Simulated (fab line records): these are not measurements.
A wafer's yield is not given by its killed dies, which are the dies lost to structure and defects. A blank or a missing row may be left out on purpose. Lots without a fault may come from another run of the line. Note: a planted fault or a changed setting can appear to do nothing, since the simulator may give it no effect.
Which tool is to blame? / flow n5-finfet / 72 wafers sampled from 24 lots at 1 step of a route of 1938

WHAT EACH GAUGE READ, for each wafer
N5_BEOL_M13_THK_MEAS_01.
lot=L074; measured=day 10 09:26; on=film-metro-01; M13_ILD_THK (nm)=841 849 857
lot=L075; measured=day 10 18:42; on=film-metro-01; M13_ILD_THK (nm)=846 842 852
lot=L076; measured=day 11 02:18; on=film-metro-02; M13_ILD_THK (nm)=835 842 859
lot=L077; measured=day 11 13:28; on=film-metro-01; M13_ILD_THK (nm)=830 844 867
lot=L078; measured=day 11 20:47; on=film-metro-02; M13_ILD_THK (nm)=839 841 858
lot=L079; measured=day 12 04:11; on=film-metro-01; M13_ILD_THK (nm)=841 842 822
lot=L080; measured=day 12 08:04; on=film-metro-01; M13_ILD_THK (nm)=845 873 844
lot=L081; measured=day 12 17:32; on=film-metro-02; M13_ILD_THK (nm)=826 863 846
lot=L083; measured=day 13 00:18; on=film-metro-02; M13_ILD_THK (nm)=829 859 852
lot=L082; measured=day 13 01:12; on=film-metro-01; M13_ILD_THK (nm)=837 835 846
lot=L085; measured=day 13 05:20; on=film-metro-01; M13_ILD_THK (nm)=826 845 848
lot=L084; measured=day 13 09:47; on=film-metro-01; M13_ILD_THK (nm)=830 850 857
lot=L086; measured=day 14 00:37; on=film-metro-02; M13_ILD_THK (nm)=821 829 833
lot=L087; measured=day 14 01:03; on=film-metro-02; M13_ILD_THK (nm)=818 841 829
lot=L088; measured=day 14 01:29; on=film-metro-01; M13_ILD_THK (nm)=836 844 853
lot=L089; measured=day 14 03:39; on=film-metro-01; M13_ILD_THK (nm)=825 842 860
lot=L090; measured=day 14 19:04; on=film-metro-01; M13_ILD_THK (nm)=825 823 823
lot=L091; measured=day 14 20:27; on=film-metro-01; M13_ILD_THK (nm)=820 838 850
lot=L092; measured=day 15 01:07; on=film-metro-02; M13_ILD_THK (nm)=822 832 844
lot=L095; measured=day 15 22:02; on=film-metro-01; M13_ILD_THK (nm)=822 819 832
lot=L094; measured=day 16 00:53; on=film-metro-02; M13_ILD_THK (nm)=844 845 854
lot=L093; measured=day 16 06:13; on=film-metro-01; M13_ILD_THK (nm)=821 818 842
lot=L096; measured=day 16 14:38; on=film-metro-01; M13_ILD_THK (nm)=832 836 851
lot=L097; measured=day 16 18:08; on=film-metro-01; M13_ILD_THK (nm)=840 850 841

WHICH TOOL RAN EACH LOT (tool, then ch and the chambers of the sampled wafers, then the start)
Before these readings, the record contains no process step.

AS READ BY THE TOOLS THEMSELVES (means over the sampled wafers that have a number; for cases with no such wafer, the mark the record gives instead)
The record holds no such reading with a usual standard deviation.

THE ANSWER, worked out from the rows above alone
Rule: what is usual is taken from the lots themselves. Put in order of their means at a reading, lots are off if they are a third of the lots or fewer, leave a main group of 4 or more, and stand apart from it by a gap of 3 or more times the standard deviation of the main group's means; of several such gaps the widest counts. A main group whose means are all the same, to the digits that the tables above print for the reading, isn't used. Also off: a lot with no number at a reading for which 4 or more lots have one. The other lots that the step has rows for count as sound. Order of review: gauges by route order, followed by the tools' own readings, for which a lot's mean as printed above is used. The first step at which some lot is off is used, and at that step the reading that is off furthest; a lot without a number counts as furthest.
Nothing can be told from this: no lot is off at any reading shown.

WHAT HAD BEEN PUT IN BY THE SIMULATOR
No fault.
